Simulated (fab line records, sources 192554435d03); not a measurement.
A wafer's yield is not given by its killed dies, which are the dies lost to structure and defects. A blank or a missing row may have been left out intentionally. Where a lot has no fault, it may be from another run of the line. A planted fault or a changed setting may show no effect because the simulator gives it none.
Matching of chambers / flow n5Finfet / 3 sister chambers for N5_MOL_CONTACT_COAG_CMP_23 on cmp-02
The step polishes, stops on SiO2, t overpolish 1.5 s, target thk 0 nm. 16 wafers are shown with their chamber, then 5 later ones without.

## WAFERS, EACH WITH ITS CHAMBER
wafer=L079.2; chamber=0; motorCurrentA (A)=8.0; slurryFilterDpKPa (kPa)=13.40; timeToEndpointS (s)=7.8
wafer=L079.4; chamber=1; motorCurrentA (A)=8.2; slurryFilterDpKPa (kPa)=13.66; timeToEndpointS (s)=6.3
wafer=L079.5; chamber=1; motorCurrentA (A)=8.4; slurryFilterDpKPa (kPa)=13.55; timeToEndpointS (s)=6.4
wafer=L080.4; chamber=1; motorCurrentA (A)=8.5; slurryFilterDpKPa (kPa)=13.74; timeToEndpointS (s)=1.7
wafer=L080.5; chamber=3; motorCurrentA (A)=8.2; slurryFilterDpKPa (kPa)=13.56; timeToEndpointS (s)=5.5
wafer=L080.6; chamber=0; motorCurrentA (A)=8.0; slurryFilterDpKPa (kPa)=13.61; timeToEndpointS (s)=6.4
wafer=L081.2; chamber=1; motorCurrentA (A)=8.0; slurryFilterDpKPa (kPa)=13.39; timeToEndpointS (s)=5.0
wafer=L081.4; chamber=0; motorCurrentA (A)=8.2; slurryFilterDpKPa (kPa)=13.63; timeToEndpointS (s)=9.3
wafer=L081.5; chamber=0; motorCurrentA (A)=7.7; slurryFilterDpKPa (kPa)=13.55; timeToEndpointS (s)=4.8
wafer=L090.1; chamber=1; motorCurrentA (A)=8.1; slurryFilterDpKPa (kPa)=13.32; timeToEndpointS (s)=7.8
wafer=L090.2; chamber=3; motorCurrentA (A)=8.7; slurryFilterDpKPa (kPa)=13.40; timeToEndpointS (s)=8.1
wafer=L090.5; chamber=1; motorCurrentA (A)=8.2; slurryFilterDpKPa (kPa)=13.48; timeToEndpointS (s)=8.1
wafer=L091.2; chamber=3; motorCurrentA (A)=8.3; slurryFilterDpKPa (kPa)=13.25; timeToEndpointS (s)=6.8
wafer=L091.4; chamber=1; motorCurrentA (A)=8.5; slurryFilterDpKPa (kPa)=13.53; timeToEndpointS (s)=5.8
wafer=L091.6; chamber=0; motorCurrentA (A)=8.1; slurryFilterDpKPa (kPa)=13.74; timeToEndpointS (s)=12.1
wafer=L092.2; chamber=0; motorCurrentA (A)=8.1; slurryFilterDpKPa (kPa)=13.73; timeToEndpointS (s)=10.2

SIGNATURES (means of the wafers above)
reading=motorCurrentA; chamber 0=8.017; chamber 1=8.271; chamber 3=8.400; scatter within a chamber=0.201
reading=slurryFilterDpKPa; chamber 0=13.6100; chamber 1=13.5243; chamber 3=13.4033; scatter within a chamber=0.14
reading=timeToEndpointS; chamber 0=8.433; chamber 1=5.871; chamber 3=6.800; scatter within a chamber=2.25
Rule: distance of a wafer from a chamber = root of the sum over the readings of ((wafer's reading minus chamber's mean) / reading's scatter) squared. If the next closest chamber is less than 2 further off than the closest, the wafer can't be placed; otherwise it belongs to the closest. The scatter: the root of (the sum of the squares of (reading less its chamber's mean) over the shown wafers, divided by (wafers less chambers)).

## WAFERS WITH NO CHAMBER GIVEN
wafer=L092.3; motorCurrentA (A)=8.4; slurryFilterDpKPa (kPa)=13.33; timeToEndpointS (s)=7.7
wafer=L096.1; motorCurrentA (A)=8.5; slurryFilterDpKPa (kPa)=13.32; timeToEndpointS (s)=5.3
wafer=L096.5; motorCurrentA (A)=7.9; slurryFilterDpKPa (kPa)=13.56; timeToEndpointS (s)=5.9
wafer=L097.3; motorCurrentA (A)=8.5; slurryFilterDpKPa (kPa)=13.16; timeToEndpointS (s)=8.3
wafer=L097.4; motorCurrentA (A)=8.5; slurryFilterDpKPa (kPa)=13.49; timeToEndpointS (s)=10.6

## WHICH CHAMBER EACH ONE RAN IN
wafer=L092.3; from the rows above=can't be placed: 3 or 1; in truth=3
wafer=L096.1; from the rows above=can't be placed: 3 or 1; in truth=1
wafer=L096.5; from the rows above=can't be placed: 0 or 1 or 3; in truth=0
wafer=L097.3; from the rows above=can't be placed: 3 or 1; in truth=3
wafer=L097.4; from the rows above=can't be placed: 3 or 1 or 0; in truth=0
Correct placement for 0 of the 5. These rows do not allow placing 5 (true chamber among the candidates in 5). 0 placed wrongly.
